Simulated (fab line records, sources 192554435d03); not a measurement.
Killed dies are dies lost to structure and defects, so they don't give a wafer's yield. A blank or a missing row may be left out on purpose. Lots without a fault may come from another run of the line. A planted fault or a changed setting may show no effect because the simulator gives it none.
Which tool did it? | flow n5_finfet | 15 lots, 44 wafers sampled, at 3 steps of a route of 1938

WHAT THE GAUGES READ, wafer by wafer
N5_FIN_SAQP_INSPECT_40: inspects for defects (brightfield). Usual: raw_defect_count 242, standard deviation 68.
lot  | measured    | on                | raw_defect_count | flag
L992 | day 2 03:38 | defect_inspect-02 | 193 252 326      |
L993 | day 2 09:23 | defect_inspect-01 | 165 314          |
L996 | day 3 03:56 | defect_inspect-02 | 250 244 293      |
L997 | day 3 13:07 | defect_inspect-02 | 210 349 275      |
L100 | day 4 04:26 | defect_inspect-02 | 277 233 167      |
L101 | day 4 09:31 | defect_inspect-02 | 225 138 225      |
L102 | day 4 14:05 | defect_inspect-01 | 412 316 318      |
L103 | day 4 22:49 | defect_inspect-02 | 224 352 275      |
L105 | day 5 10:14 | defect_inspect-01 | 269 275 204      |
L108 | day 6 02:35 | defect_inspect-01 | 366 333 291      |
L109 | day 6 08:16 | defect_inspect-01 | 246 180 312      |
L110 | day 6 15:30 | defect_inspect-02 | 208 187 214      |
L113 | day 7 07:55 | defect_inspect-01 | 167 224 288      |
L114 | day 7 15:19 | defect_inspect-02 | 292 374 199      |
L115 | day 7 20:29 | defect_inspect-01 | 239 170 218      |

WHICH TOOL RAN EACH LOT (tool, then ch and the chambers of the sampled wafers, then the start)
lot  | N5_FIN_SAQP_SPACER2_ETCHBACK_29   | N5_FIN_SAQP_ETCH_34
L992 | rie_diel-01 ch 1,2,3, day 2 02:51 | rie_diel-04 ch 0,1,2, day 2 03:10
L993 | rie_diel-06 ch 0, day 2 08:37     | rie_diel-04 ch 2, day 2 08:55
L996 | rie_diel-04 ch 2,3, day 3 03:05   | rie_diel-04 ch 2,3, day 3 03:28
L997 | rie_diel-04 ch 0,2,3, day 3 12:02 | rie_diel-01 ch 1,2, day 3 12:39
L100 | rie_diel-01 ch 1,2, day 4 03:40   | rie_diel-01 ch 2,3, day 4 03:58
L101 | rie_diel-01 ch 0,1,2, day 4 08:29 | rie_diel-04 ch 1,2,3, day 4 09:03
L102 | rie_diel-04 ch 1,2, day 4 13:18   | rie_diel-06 ch 1,3, day 4 13:37
L103 | rie_diel-04 ch 0,1,3, day 4 22:02 | rie_diel-01 ch 0,3, day 4 22:20
L105 | rie_diel-04 ch 0,1,3, day 5 09:27 | rie_diel-04 ch 0,1, day 5 09:46
L108 | rie_diel-01 ch 0,1,3, day 6 01:48 | rie_diel-06 ch 0,3, day 6 02:07
L109 | rie_diel-06 ch 0,1, day 6 07:29   | rie_diel-06 ch 0,2, day 6 07:49
L110 | rie_diel-06 ch 1,2,3, day 6 14:37 | rie_diel-01 ch 0,1,2, day 6 15:02
L113 | rie_diel-04 ch 1,3, day 7 07:08   | rie_diel-04 ch 0,2,3, day 7 07:26
L114 | rie_diel-06 ch 1,2,3, day 7 14:32 | rie_diel-01 ch 0,2,3, day 7 14:50
L115 | rie_diel-06 ch 1,2,3, day 7 19:43 | rie_diel-06 ch 1,3, day 7 20:02
- N5_FIN_SAQP_SPACER2_ETCHBACK_29: etches SiO2 in CHF3/O2, target depth 12.2 nm, time 6.1 s.
- N5_FIN_SAQP_ETCH_34: etches SiO2 in C4F6/O2, target depth 45 nm, time 15 s.

WHAT THE TOOLS THEMSELVES READ (means of the sampled wafers that have a number; where no wafer has one, the mark that the record gives instead)
N5_FIN_SAQP_SPACER2_ETCHBACK_29. Usual: drypump_motor_current_A 5.71 A, standard deviation 0.3; oes_product_au 0.80 a.u., standard deviation 0.088; rf_vpp_V 526 V, standard deviation 15; showerhead_plenum_p_Torr 2.43 Torr, standard deviation 0.058; throttle_valve_pct 18.92 %, standard deviation 0.3.
lot  | tool        | drypump_motor_current_A (A) | oes_product_au (a.u.) | rf_vpp_V (V) | showerhead_plenum_p_Torr (Torr) | throttle_valve_pct (%) | flag
L992 | rie_diel-01 | 5.66                        | 0.81                  | 532          | 2.42                            | 19.09                  |
L993 | rie_diel-06 | 5.58                        | 0.91                  | 559          | 2.36                            | 18.36                  |
L996 | rie_diel-04 | 5.90                        | 0.82                  | 521          | 2.42                            | 18.71                  |
L997 | rie_diel-04 | 5.94                        | 0.87                  | 525          | 2.45                            | 18.63                  |
L100 | rie_diel-01 | 5.74                        | 0.71                  | 525          | 2.37                            | 19.33                  |
L101 | rie_diel-01 | 5.52                        | 0.81                  | 522          | 2.42                            | 19.06                  |
L102 | rie_diel-04 | 5.44                        | 0.74                  | 515          | 2.47                            | 18.70                  |
L103 | rie_diel-04 | 5.92                        | 0.83                  | 537          | 2.41                            | 18.70                  |
L105 | rie_diel-04 | 5.91                        | 0.82                  | 538          | 2.41                            | 18.72                  |
L108 | rie_diel-01 | 5.39                        | 0.85                  | 528          | 2.45                            | 18.87                  |
L109 | rie_diel-06 | 5.68                        | 0.80                  | 544          | 2.40                            | 18.66                  |
L110 | rie_diel-06 | 5.87                        | 0.79                  | 515          | 2.46                            | 19.00                  |
L113 | rie_diel-04 | 5.89                        | 0.77                  | 532          | 2.37                            | 18.83                  |
L114 | rie_diel-06 | 5.88                        | 0.79                  | 516          | 2.46                            | 19.02                  |
L115 | rie_diel-06 | 5.88                        | 0.78                  | 515          | 2.46                            | 19.02                  |

N5_FIN_SAQP_ETCH_34. Usual: C4F6_flow_sccm 10.000 sccm, standard deviation 0.03; drypump_motor_current_A 5.7 A, standard deviation 0.3; etch_rf_on_time_s 14.9 s, standard deviation 0.32; oes_product_au 0.68 a.u., standard deviation 0.072; rf_vpp_V 669 V, standard deviation 21; showerhead_plenum_p_Torr 2.87 Torr, standard deviation 0.064; throttle_valve_pct 21.1 %, standard deviation 0.3.
lot  | tool        | C4F6_flow_sccm (sccm) | drypump_motor_current_A (A) | etch_rf_on_time_s (s) | oes_product_au (a.u.) | rf_vpp_V (V) | showerhead_plenum_p_Torr (Torr) | throttle_valve_pct (%) | flag
L992 | rie_diel-04 | 9.987                 | 5.7                         | 14.9                  | 0.63                  | 673          | 2.91                            | 20.9                   |
L993 | rie_diel-04 | 9.994                 | 5.5                         | 14.3                  | 0.65                  | 639          | 2.96                            | 20.8                   |
L996 | rie_diel-04 | 10.011                | 5.9                         | 14.9                  | 0.70                  | 660          | 2.86                            | 20.9                   |
L997 | rie_diel-01 | 9.991                 | 5.8                         | 15.3                  | 0.62                  | 666          | 2.81                            | 21.5                   |
L100 | rie_diel-01 | 10.011                | 5.7                         | 15.4                  | 0.65                  | 667          | 2.79                            | 21.5                   |
L101 | rie_diel-04 | 9.992                 | 5.7                         | 14.9                  | 0.66                  | 666          | 2.87                            | 20.9                   |
L102 | rie_diel-06 | 9.984                 | 6.0                         | 15.0                  | 0.64                  | 651          | 2.94                            | 21.2                   |
L103 | rie_diel-01 | 9.984                 | 5.4                         | 14.7                  | 0.78                  | 671          | 2.88                            | 20.9                   |
L105 | rie_diel-04 | 10.012                | 5.7                         | 14.7                  | 0.68                  | 688          | 2.86                            | 20.9                   |
L108 | rie_diel-06 | 9.976                 | 5.8                         | 15.2                  | 0.73                  | 687          | 2.82                            | 20.7                   |
L109 | rie_diel-06 | 9.961                 | 5.6                         | 15.0                  | 0.73                  | 698          | 2.83                            | 20.8                   |
L110 | rie_diel-01 | 10.003                | 5.5                         | 15.0                  | 0.67                  | 662          | 2.85                            | 21.2                   |
L113 | rie_diel-04 | 9.989                 | 5.9                         | 14.8                  | 0.70                  | 667          | 2.88                            | 20.8                   |
L114 | rie_diel-01 | 9.993                 | 5.5                         | 15.1                  | 0.69                  | 662          | 2.83                            | 21.2                   |
L115 | rie_diel-06 | 10.000                | 6.0                         | 15.2                  | 0.66                  | 643          | 2.90                            | 21.1                   |

THE ANSWER, worked out from the rows above alone
Rule: a lot is off if the mean of its wafers that have a number lies more than 3 standard deviations from the usual mean. A lot without any number at a reading at which 4 lots or more have one is off too. The other lots that the step has rows for count as sound. The gauges are gone through in route order, then the tools' own readings, and for those a lot's mean is taken as printed above. The first step at which some lot is off is used, and at that step the reading that is off furthest; a lot without a number counts as furthest.
No lot is off at any reading shown: from this, nothing can be told.

WHAT THE SIMULATOR HAD PUT IN
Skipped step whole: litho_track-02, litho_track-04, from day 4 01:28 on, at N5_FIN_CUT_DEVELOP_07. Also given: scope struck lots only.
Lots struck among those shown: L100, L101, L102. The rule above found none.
